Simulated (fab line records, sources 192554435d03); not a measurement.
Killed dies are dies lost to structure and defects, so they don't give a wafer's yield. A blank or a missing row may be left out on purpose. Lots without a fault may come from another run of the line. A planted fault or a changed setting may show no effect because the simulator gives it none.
Split-lot experiment | flow n5_finfet | 7 lots, 21 wafers read, on a route of 1938 steps

THE SPLIT
At N5_BEOL_M5_ETCH_68 (etches SOC in N2/H2, target depth 80 nm, overetch 16 nm, time 120 s), the setting bias_w was moved away from the recipe's 150 W on 8 of the 21 wafers read, by -9.3% to +15.5%. The other wafers ran this setting at the recipe's value.

The reading is taken at the split's own step.

THE READING
rf_vpp_V, in V, at N5_BEOL_M5_ETCH_68 (etches SOC in N2/H2, target depth 80 nm, overetch 16 nm, time 120 s). Fault-free wafers of this fab line usually give 524.3 V, standard deviation 2.8 V.

wafer  | tool, chamber at the split | bias_w as run, W | against the recipe | rf_vpp_V, V | against lot-mates on the recipe
L076.1 | rie_diel-05, 1             | 166.9            | +11.3%             | 557.1       | +36.1
L076.5 | rie_diel-05, 0             | 166.9            | +11.3%             | 562.6       | +41.6
L076.6 | rie_diel-05, 1             | 150              | recipe             | 521.0       | -
L077.2 | rie_diel-01, 2             | 173.3            | +15.5%             | 570.5       | +47.2
L077.4 | rie_diel-01, 2             | 150              | recipe             | 522.2       | -
L077.6 | rie_diel-01, 3             | 150              | recipe             | 524.3       | -
L079.2 | rie_diel-01, 1             | 136              | -9.3%              | 490.8       | -33.9
L079.3 | rie_diel-01, 3             | 136              | -9.3%              | 492.9       | -31.8
L079.4 | rie_diel-01, 3             | 150              | recipe             | 524.7       | -
L085.2 | rie_diel-01, 1             | 157.5            | +5.0%              | 536.4       | +12.1
L085.3 | rie_diel-01, 3             | 150              | recipe             | 524.3       | -
L085.4 | rie_diel-01, 3             | 157.5            | +5.0%              | 539.4       | +15.1
L086.2 | rie_diel-05, 3             | 150              | recipe             | 525.6       | -
L086.4 | rie_diel-05, 1             | 150              | recipe             | 520.0       | -
L086.6 | rie_diel-05, 1             | 150              | recipe             | 522.2       | -
L088.2 | rie_diel-01, 2             | 150              | recipe             | 521.2       | -
L088.5 | rie_diel-01, 1             | 150              | recipe             | 522.5       | -
L088.6 | rie_diel-01, 0             | 150              | recipe             | 526.2       | -
L096.1 | rie_diel-05, 3             | 173.2            | +15.5%             | 575.3       | +53.6
L096.2 | rie_diel-05, 1             | 150              | recipe             | 518.9       | -
L096.4 | rie_diel-05, 2             | 150              | recipe             | 524.5       | -

THE FIT
A straight line over all 21 wafers: rf_vpp_V changes by +3.26 V for each +1% of bias_w; r = +0.99; the points scatter about the line by 2.3 V.
The same after taking each lot's own level away (the mean of its wafers on the recipe; 21 wafers): +3.35 V for each +1%; r = +0.99; scatter 2.5 V.
On that fit, the largest move of bias_w shifts the reading by 52 V.
The lots' own levels span 521.00 to 524.70 V, that is 1.3 times the standard deviation above.
So the lot-to-lot level changes the slope little: the two slopes agree.
Check: with one of the wafers moved furthest among these (+15.5%) left out of the fit, the line predicts +53 V for it against its lot-mates. It came out at +47.2 V against them.
Tool readings at the split's step, against how far the setting was moved: rf_vpp_V r = +0.99.

OTHER SPLITS ON THESE WAFERS
These wafers also went through other splits before the reading. Each is held against what the fit with the lots' levels taken away leaves over:
other split on the same wafers | wafers away from the commonest value | r with rf_vpp_V (lot level and that fit taken away)
N5_BEOL_M4_EXPOSE_25 dose_mj   | 7                                    | +0.03
N5_BEOL_M5_ILD_DEP_00 time_s   | 5                                    | -0.20
N5_BEOL_M5_COAT_05 spin_rpm    | 7                                    | +0.23

THE WHOLE CHAIN: every reading that the file lists as answering this split, in the file's order
step               | what it does                                                        | reading                                                                          | change (the file's fit)               | r (the file's)
N5_BEOL_M5_ETCH_68 | etches SOC in N2/H2, target depth 80 nm, overetch 16 nm, time 120 s | rf_vpp_V                                                                         | +3.3 V for each +1% of the setting    | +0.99
N5_BEOL_M5_ETCH_68 | etches SOC in N2/H2, target depth 80 nm, overetch 16 nm, time 120 s | SiARC_of_BEOL_M5_COAT_66.thk_nm (the simulator's own value, which no gauge read) | -0.065 nm for each +1% of the setting | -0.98

THE FILE'S OWN FIT
rf_vpp_V changes by +3.3 V for each +1% of bias_w, r = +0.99.
